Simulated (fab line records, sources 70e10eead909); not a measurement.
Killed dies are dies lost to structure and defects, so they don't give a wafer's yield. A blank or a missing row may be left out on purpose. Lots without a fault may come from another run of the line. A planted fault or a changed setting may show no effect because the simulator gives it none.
Chamber matching | flow nand_harc | NHARC_A_BONDPAD_DESCUM_11 on rie_diel-13: 4 sister chambers
The step chemistry O2, time 3 s. 4 wafers are shown with their chamber, then 12 later ones without.

WAFERS WITH THEIR CHAMBER
wafer  | chamber | drypump_motor_current_A (A)
L091.3 | 1       | 4.8
L093.1 | 3       | 6.5
L093.3 | 0       | 5.6
L093.5 | 2       | 5.6

WAFERS WITHOUT THEIR CHAMBER
wafer  | drypump_motor_current_A (A)
L094.2 | 5.6
L094.4 | 5.6
L094.6 | 6.5
L092.3 | 5.6
L092.5 | 5.6
L092.6 | 6.4
L092.1 | 5.6
L092.2 | 6.5
L092.4 | 4.8
L095.2 | 5.6
L095.4 | 6.4
L095.5 | 5.6

WHICH CHAMBER EACH WENT THROUGH
wafer  | from the rows above     | in truth
L094.2 | can't be placed: 0 or 2 | 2
L094.4 | can't be placed: 0 or 2 | 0
L094.6 | 3                       | 3
L092.3 | can't be placed: 0 or 2 | 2
L092.5 | can't be placed: 0 or 2 | 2
L092.6 | 3                       | 3
L092.1 | can't be placed: 0 or 2 | 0
L092.2 | 3                       | 3
L092.4 | 1                       | 1
L095.2 | can't be placed: 0 or 2 | 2
L095.4 | 3                       | 3
L095.5 | can't be placed: 0 or 2 | 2
Placed correctly: 5 of 12. Can't be placed from these rows: 7 (the true chamber is among the candidates in 7). Placed wrongly: 0.
How it was worked out, from the rows above alone: a wafer's distance from a chamber is the root of the sum, over the readings, of the square of ((its reading less the chamber's mean) divided by the reading's scatter). The wafer belongs to the nearest chamber; if the next one is less than 2 further off, it can't be placed. A chamber's mean is the mean of its shown wafers. The scatter: with one shown wafer a chamber, the root of the mean of the squares of how far each hidden wafer lies from its nearest shown one.
